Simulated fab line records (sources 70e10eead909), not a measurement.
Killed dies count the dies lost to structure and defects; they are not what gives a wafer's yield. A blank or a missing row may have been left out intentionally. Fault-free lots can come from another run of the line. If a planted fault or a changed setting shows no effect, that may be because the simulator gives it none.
fab line records + flow nandHarc
record:
- lots: 6
- wafers: 16
- lastDay: 33
route steps=1302 shown A_CHANNEL_HOLE_D1@480 A_CHANNEL_FILL_D1@490
lots that met no fault: from a run of the same line without faults
startH: the number of hours between the record's first day and the start of the first shown wafer of the lot + waitH: hours elapsed since this lot's preceding step + " repeats the value in the row above + L1.1+2: a row that stands for several wafers + - either no value or no given start + * or withheld: withheld + < > ~ a bound
route shown NAME@n: a module of which the file shows steps, and the number in the route of the first + usual: mean/standard deviation of fault-free wafers + same: alike in all rows + chamber/n: place in a boat + sites: each site's reading + _std_site: their standard deviation + _edge_site: outer sites' mean less inner sites' + radiusMm: how far each site lies from the wafer's centre + mask NAME#n: copy n + behind: the last tool/chamber to shape the wafer + hold: what put the lot on hold/how long, in hours/how the hold closed + device: whichever transistor did not switch (one of n, p or np) + end of line: the same wafers' tests at the end of the route + where a step has no rows: the recipe by itself + killed: count of dies lost to structure and defects at first sort (not the wafer's yield) + map: shows each die of a wafer: x if killed, . if not, _ if none is there
set.NAME: the setting that was run; set.NAME@STEP: the one run at that earlier step + model.NAME: the simulator's own value behind a step, which no gauge read
lots seen at some steps along the route; tables by step, rows by wafer
services: the hour from which a tool's chamber was out of use, counted from the record's first day as startH (under 0 if before that day), plus the number of hours and why
== steps ==
step: NHARC_A_CHANNEL_HOLE_D1_STRIP_41
recipe:
- n2FlowSccm: 150
- h2FlowSccm: 150
- arFlowSccm: 0
- biasW: 0
- chemistry: N2/H2
step: NHARC_A_CHANNEL_HOLE_D1_STRIP_42
recipe:
- cf4FlowSccm: 100
- chf3FlowSccm: 30
- arFlowSccm: 0
- biasW: 0
- chemistry: CF4/CHF3
step: NHARC_A_CHANNEL_HOLE_D1_STRIP_43
recipe:
- o2FlowSccm: 400
- cosFlowSccm: 20
- arFlowSccm: 0
- biasW: 0
- chemistry: O2/COS
step: NHARC_A_CHANNEL_HOLE_D1_ETCH_44
recipe:
- targetDepthA: 1400
- overetchA: 140
- timeS: 77
- ionEnergyEv: 100
- cf4FlowSccm: 80
- o2FlowSccm: 20
- arFlowSccm: 0
- rfW: 300
- biasW: 100
- chemistry: CF4/O2
usual:
- drypumpMotorCurrentA: 5.7/0.38
- oesProductAu: 0.999/0.0085
- rfVppV: 197.5/1.6
- showerheadPlenumPTorr: 1.32/0.064
- throttleValvePct: 13.396/0.0096
| lot.wafer | tool       | chamber | startH | waitH | drypumpMotorCurrentA | oesProductAu | rfHoursCounterH | rfVppV | showerheadPlenumPTorr | throttleValvePct |
|-----------|------------|---------|--------|-------|----------------------|--------------|-----------------|--------|-----------------------|------------------|
| L471.2    | rieDiel-12 | 3       | 246.36 | 0.1   | 6.1                  | 1.004        | 46              | 197.2  | 1.27                  | 13.394           |
| L471.4    | "          | 0       | "      | "     | 6.2                  | 1.007        | 45              | 195.8  | 1.30                  | 13.408           |
| L471.6    | "          | 1       | "      | "     | 6.2                  | 0.990        | -               | 198.2  | 1.35                  | 13.399           |
| L474.1    | rieDiel-08 | 3       | 284.20 | 0.1   | 5.7                  | 1.006        | 9               | 196.9  | 1.25                  | 13.402           |
| L474.2    | "          | 0       | "      | "     | 5.2                  | 1.004        | 8               | 199.8  | 1.42                  | 13.404           |
| L476.4    | rieDiel-08 | 0       | 292.88 | 0.1   | 5.2                  | 1.008        | 10              | 198.1  | 1.42                  | 13.391           |
| L476.5    | "          | 3       | "      | "     | 5.7                  | 1.004        | -               | 198.1  | 1.25                  | 13.396           |
| L484.2    | rieDiel-08 | 1       | 381.26 | 0.1   | 6.2                  | 0.997        | 0               | 194.3  | 1.25                  | 13.394           |
| L484.3    | "          | 2       | "      | "     | 5.3                  | 0.992        | 0               | 198.6  | 1.36                  | 13.400           |
| L484.4    | "          | 3       | "      | "     | 5.7                  | 0.999        | 0               | 196.9  | 1.25                  | 13.381           |
| L485.4    | rieDiel-05 | 2       | 390.45 | 0.0   | 5.4                  | 0.986        | 50              | 197.3  | 1.33                  | 13.416           |
| L485.2    | "          | 0       | "      | "     | 5.7                  | 0.988        | 47              | 196.2  | 1.32                  | 13.402           |
| L485.5    | "          | 3       | "      | "     | 5.8                  | 0.977        | -               | 198.4  | 1.38                  | 13.394           |
| L488.4    | rieDiel-08 | 1       | 412.23 | 0.1   | 6.2                  | 1.000        | 4               | 195.5  | 1.25                  | 13.384           |
| L488.6    | "          | 1       | "      | "     | 6.2                  | 1.005        | -               | 196.1  | 1.25                  | 13.403           |
| L488.5    | "          | 2       | "      | "     | 5.4                  | 0.988        | -               | 198.1  | 1.36                  | 13.391           |
step: NHARC_A_CHANNEL_HOLE_D1_STRIP_27
recipe:
- o2FlowSccm: 500
- arFlowSccm: 0
- biasW: 0
- chemistry: O2
usual:
- drypumpMotorCurrentA: 5.7/0.38
- oesProductAu: 1.000/0.0094
- rfVppV: 57.6/0.94
- showerheadPlenumPTorr: 3.49/0.16
- throttleValvePct: 17.035/0.0095
| lot.wafer | tool       | chamber | startH | waitH | drypumpMotorCurrentA | oesProductAu | rfHoursCounterH | rfVppV | showerheadPlenumPTorr | throttleValvePct |
|-----------|------------|---------|--------|-------|----------------------|--------------|-----------------|--------|-----------------------|------------------|
| L471.4    | rieDiel-12 | 2       | -      | -     | 5.6                  | 0.990        | 41              | 58.2   | 3.59                  | 17.035           |
| L471.2    | "          | 3       | "      | "     | 6.1                  | 0.996        | 46              | 58.0   | 3.36                  | 17.032           |
| L471.6    | "          | 2       | "      | "     | 5.6                  | 1.000        | -               | 59.3   | 3.59                  | 17.033           |
| L474.2    | rieDiel-08 | 0       | -      | -     | 5.2                  | 1.016        | 8               | 58.2   | 3.73                  | 17.030           |
| L474.1    | "          | 2       | "      | "     | 5.4                  | 1.007        | 9               | 57.7   | 3.59                  | 17.032           |
| L476.4    | rieDiel-08 | 0       | -      | -     | 5.2                  | 1.007        | 10              | 57.0   | 3.73                  | 17.037           |
| L476.5    | "          | 1       | "      | "     | 6.2                  | 0.996        | -               | 58.1   | 3.31                  | 17.022           |
| L484.4    | rieDiel-08 | 3       | -      | -     | 5.7                  | 1.001        | 0               | 56.3   | 3.31                  | 17.036           |
| L484.3    | "          | 0       | "      | "     | 5.2                  | 1.005        | 0               | 57.8   | 3.73                  | 17.050           |
| L484.2    | "          | 2       | "      | "     | 5.3                  | 0.989        | 0               | 57.2   | 3.59                  | 17.025           |
| L485.2    | rieDiel-05 | 3       | -      | -     | 5.7                  | 0.985        | 45              | 58.0   | 3.63                  | 17.028           |
| L485.4    | "          | 1       | "      | "     | 6.1                  | 0.981        | 52              | 56.6   | 3.32                  | 17.057           |
| L485.5    | "          | 3       | "      | "     | 5.8                  | 0.975        | -               | 58.3   | 3.63                  | 17.034           |
| L488.4    | rieDiel-08 | 1       | -      | -     | 6.2                  | 1.005        | 4               | 57.4   | 3.30                  | 17.032           |
| L488.5    | "          | 0       | "      | "     | 5.2                  | 1.004        | -               | 58.6   | 3.73                  | 17.022           |
| L488.6    | "          | 1       | "      | "     | 6.2                  | 1.002        | -               | 56.6   | 3.30                  | 17.039           |
step: NHARC_A_CHANNEL_HOLE_D1_PRECLEAN_28
recipe:
- timeS: *
- tempC: 50
- bathAgeMin: 0
- chemistry: SC1
step: NHARC_A_CHANNEL_HOLE_D1_SRD_29
step: NHARC_A_CHANNEL_HOLE_D1_CD_MEAS_30
usual:
- cdNm: 90.6/1.2
| lot.wafer | tool     | chamber | startH | waitH | cdNm |
|-----------|----------|---------|--------|-------|------|
| L471.2    | cdSem-01 | -       | 247.13 | -     | 89.9 |
| L471.4    | "        | -       | "      | "     | 91.8 |
| L471.6    | "        | -       | "      | "     | 91.9 |
| L474.1    | cdSem-03 | -       | 285.00 | -     | 90.7 |
| L474.2    | "        | -       | "      | "     | 90.5 |
| L476.4    | cdSem-01 | -       | 293.67 | -     | 91.0 |
| L476.5    | "        | -       | "      | "     | 92.0 |
| L484.2    | cdSem-01 | -       | 382.05 | -     | 89.6 |
| L484.3    | "        | -       | "      | "     | 89.4 |
| L484.4    | "        | -       | "      | "     | 86.3 |
| L485.2    | cdSem-01 | -       | 391.30 | 0.1   | 88.9 |
| L485.4    | "        | -       | "      | "     | 88.7 |
| L485.5    | "        | -       | "      | "     | 88.9 |
| L488.4    | cdSem-02 | -       | 413.03 | -     | 89.4 |
| L488.5    | "        | -       | "      | "     | 89.2 |
| L488.6    | "        | -       | "      | "     | 91.5 |
step: NHARC_A_CHANNEL_HOLE_D1_XSEM_31
recipe:
- landingEnergyEv: 35000
usual:
- botCdNm: 75.2/1.4
- bowNm: 8.59/0.28
- tiltDeg: 0.06/0.043
same:
- landingEnergyEv: 35000
| lot.wafer | tool    | chamber | startH | waitH | botCdNm | bowNm | tiltDeg |
|-----------|---------|---------|--------|-------|---------|-------|---------|
| L471.2    | xsem-02 | 0       | 247.23 | 0.1   | 74.3    | 8.89  | 0.02    |
| L471.4    | "       | 0       | "      | "     | 76.2    | 8.82  | 0.02    |
| L471.6    | "       | 0       | "      | "     | 76.6    | 8.84  | 0.02    |
| L474.1    | xsem-01 | 0       | 285.09 | 0.1   | 75.7    | 8.54  | 0.01    |
| L474.2    | "       | 0       | "      | "     | 74.9    | 8.67  | 0.01    |
| L476.4    | xsem-01 | 0       | 293.76 | 0.1   | 76.9    | 8.83  | 0.03    |
| L476.5    | "       | 0       | "      | "     | 77.2    | 8.85  | 0.03    |
| L484.2    | xsem-02 | 0       | 382.15 | 0.1   | 73.9    | 8.98  | 0.03    |
| L484.3    | "       | 0       | "      | "     | 73.8    | 8.94  | 0.03    |
| L484.4    | "       | 0       | "      | "     | 70.3    | 8.90  | 0.03    |
| L485.2    | xsem-01 | 0       | 391.38 | 0.1   | 73.2    | 8.52  | 0.08    |
| L485.4    | "       | 0       | "      | "     | 72.7    | 8.61  | 0.08    |
| L485.5    | "       | 0       | "      | "     | 73.3    | 8.55  | 0.08    |
| L488.4    | xsem-01 | 0       | 413.12 | 0.1   | 74.6    | 8.50  | 0.10    |
| L488.5    | "       | 0       | "      | "     | 74.4    | 8.48  | 0.10    |
| L488.6    | "       | 0       | "      | "     | 75.6    | 8.44  | 0.10    |
step: NHARC_A_CHANNEL_HOLE_D1_INSPECT_40
usual:
- rawDefectCount: 78/24
| lot.wafer | tool             | chamber | startH | waitH | rawDefectCount |
|-----------|------------------|---------|--------|-------|----------------|
| L471.2    | defectInspect-02 | -       | 247.32 | -     | 66             |
| L471.4    | "                | -       | "      | "     | 38             |
| L471.6    | "                | -       | "      | "     | 51             |
| L474.1    | defectInspect-01 | -       | 285.19 | -     | 114            |
| L474.2    | "                | -       | "      | "     | 116            |
| L476.4    | defectInspect-01 | -       | 293.86 | -     | 61             |
| L476.5    | "                | -       | "      | "     | 48             |
| L484.2    | defectInspect-02 | -       | 382.24 | -     | 85             |
| L484.3    | "                | -       | "      | "     | 80             |
| L484.4    | "                | -       | "      | "     | 99             |
| L485.2    | defectInspect-02 | -       | 391.48 | -     | 63             |
| L485.4    | "                | -       | "      | "     | 53             |
| L485.5    | "                | -       | "      | "     | 71             |
| L488.4    | defectInspect-01 | -       | 413.21 | -     | 66             |
| L488.5    | "                | -       | "      | "     | 56             |
| L488.6    | "                | -       | "      | "     | 62             |
step: NHARC_A_CHANNEL_FILL_D1_PRECLEAN_00
recipe:
- timeS: *
- tempC: 50
- bathAgeMin: 0
- chemistry: SC1
step: NHARC_A_CHANNEL_FILL_D1_SRD_01
step: NHARC_A_CHANNEL_FILL_D1_ALD_02
recipe:
- targetThkA: 60
- pulseTimeS: 10
- aldCycles: 60
- tempC: 300
- material: SiO2
usual:
- aldCycles: 60/0
- heaterPowerW: 454/34
- precursorPulseHeightRel: 0.998/0.02
| lot.wafer | tool     | chamber | startH | waitH | aldCycles | heaterPowerW | precursorPulseHeightRel | sinceWetCleanH |
|-----------|----------|---------|--------|-------|-----------|--------------|-------------------------|----------------|
| L471.4    | aldHk-01 | 1       | 247.66 | -     | 60        | 492          | 0.959                   | 120            |
| L471.2    | "        | 2       | "      | "     | 60        | 471          | 0.982                   | 120            |
| L471.6    | "        | 3       | "      | "     | 60        | 436          | 0.991                   | -              |
| L474.1    | aldHk-02 | 0       | 285.67 | -     | 71        | 419          | 0.997                   | 105            |
| L474.2    | "        | 1       | "      | "     | 60        | 490          | 1.024                   | 106            |
| L476.4    | aldHk-02 | 0       | 294.05 | -     | 71        | 421          | 0.969                   | 114            |
| L476.5    | "        | 1       | "      | "     | 60        | 479          | 0.995                   | -              |
| L484.3    | aldHk-01 | 2       | 382.44 | -     | 60        | 453          | 0.974                   | 76             |
| L484.2    | "        | 0       | "      | "     | 60        | 452          | 0.987                   | 77             |
| L484.4    | "        | 1       | "      | "     | 60        | 504          | 0.993                   | 77             |
| L485.4    | aldHk-02 | 2       | 391.67 | -     | 60        | 425          | 0.984                   | 33             |
| L485.2    | "        | 1       | "      | "     | 60        | 499          | 1.021                   | 34             |
| L485.5    | "        | 3       | "      | "     | 60        | 481          | 1.001                   | -              |
| L488.4    | aldHk-03 | 1       | 413.61 | -     | 60        | 438          | 1.018                   | 8              |
| L488.6    | "        | 2       | "      | "     | 60        | 488          | 0.957                   | -              |
| L488.5    | "        | 3       | "      | "     | 60        | 404          | 0.980                   | -              |
step: NHARC_A_CHANNEL_FILL_D1_ALD_03
recipe:
- targetThkA: 60
- pulseTimeS: 60
- aldCycles: 58
- tempC: 630
- pressureTorr: 2
- material: SiNx
usual:
- aldCycles: 58/0
- precursorPulseHeightRel: 1.000/0.018
| lot.wafer | tool           | chamber | startH | waitH | aldCycles | precursorPulseHeightRel |
|-----------|----------------|---------|--------|-------|-----------|-------------------------|
| L471.2    | aldSinBatch-02 | 0       | -      | -     | 58        | 0.984                   |
| L471.4    | "              | 0       | "      | "     | 58        | 1.010                   |
| L471.6    | "              | 0       | "      | "     | 58        | 0.984                   |
| L474.1    | aldSinBatch-03 | 0       | -      | -     | 58        | 1.013                   |
| L474.2    | "              | 0       | "      | "     | 58        | 0.999                   |
| L476.4    | aldSinBatch-02 | 0       | -      | -     | 58        | 1.001                   |
| L476.5    | "              | 0       | "      | "     | 58        | 1.009                   |
| L484.2    | aldSinBatch-02 | 0       | -      | -     | 58        | 0.988                   |
| L484.3    | "              | 0       | "      | "     | 58        | 1.000                   |
| L484.4    | "              | 0       | "      | "     | 58        | 0.987                   |
| L485.2    | aldSinBatch-03 | 0       | -      | -     | 58        | 1.021                   |
| L485.4    | "              | 0       | "      | "     | 58        | 0.998                   |
| L485.5    | "              | 0       | "      | "     | 58        | 1.026                   |
| L488.4    | aldSinBatch-01 | 0       | -      | -     | 58        | 0.996                   |
| L488.5    | "              | 0       | "      | "     | 58        | 0.983                   |
| L488.6    | "              | 0       | "      | "     | 58        | 1.007                   |
== services ==
| tool           | chamber | startH | hours | kind   |
|----------------|---------|--------|-------|--------|
| rieDiel-08     | 0       | 224.39 | -     | clean  |
| rieDiel-08     | 1       | 224.39 | -     | clean  |
| rieDiel-05     | -       | 230.04 | 9.0   | pm     |
| rieDiel-08     | 1       | 246.68 | 5.4   | repair |
| rieDiel-12     | 1       | 264.73 | 13.7  | repair |
| aldSinBatch-02 | -       | 268.96 | 26.0  | pm     |
| rieDiel-12     | 0       | 270.26 | 11.8  | repair |
| rieDiel-12     | -       | 270.42 | 9.0   | pm     |
| aldHk-03       | -       | 291.66 | 4.3   | repair |
| rieDiel-12     | 0       | 294.91 | 5.3   | repair |
| aldHk-01       | -       | 296.11 | 10.0  | pm     |
| rieDiel-08     | 2       | 297.66 | 5.6   | repair |
| aldHk-03       | -       | 312.89 | 0.5   | repair |
| rieDiel-12     | 1       | 314.26 | 16.4  | repair |
| aldHk-03       | -       | 329.52 | 1.4   | repair |
| rieDiel-08     | 2       | 331.28 | 20.0  | repair |
| rieDiel-08     | 3       | 335.12 | 5.8   | repair |
| aldHk-02       | -       | 348.43 | 10.0  | pm     |
| aldHk-03       | -       | 360.10 | 2.8   | repair |
| rieDiel-08     | -       | 367.90 | 9.0   | pm     |
| xsem-01        | -       | 374.00 | 14.0  | pm     |
| rieDiel-12     | -       | 376.64 | 0.5   | repair |
| rieDiel-12     | 3       | 401.05 | 5.6   | repair |
| rieDiel-05     | -       | 407.07 | 9.0   | pm     |
== key ==
firstSign:
- step: NHARC_A_CHANNEL_FILL_D1_ALD_02
- reading: aldCycles
- direction: up
- sigmas: 99+
- usual: 60
- struck: 71
effect none on later readings
metAt NHARC_A_CHANNEL_FILL_D1_ALD_02
struckWafers L474.1,L476.4
testerLeftOut L474,L476
fault:
- kind: processParameterDrift
- tool: aldHk-02
- chamber: -
- onsetH: 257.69
- steps: NHARC_A_CHANNEL_FILL_D1_ALD_02
- channel: aldCycles
- offset: 11
- shape: step
- endH: 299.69
- scope: struckWafersOnly
- actsIn: theseRecipesOnly
- stated: 60
testerLeftOut: of these lots the tester's yield and bins aren't shown, on N5 and GAA mostly nor the transistor test; their killed dies are dies lost to structure and defects alone, not to doping, threshold or leakage, so they don't give the yield
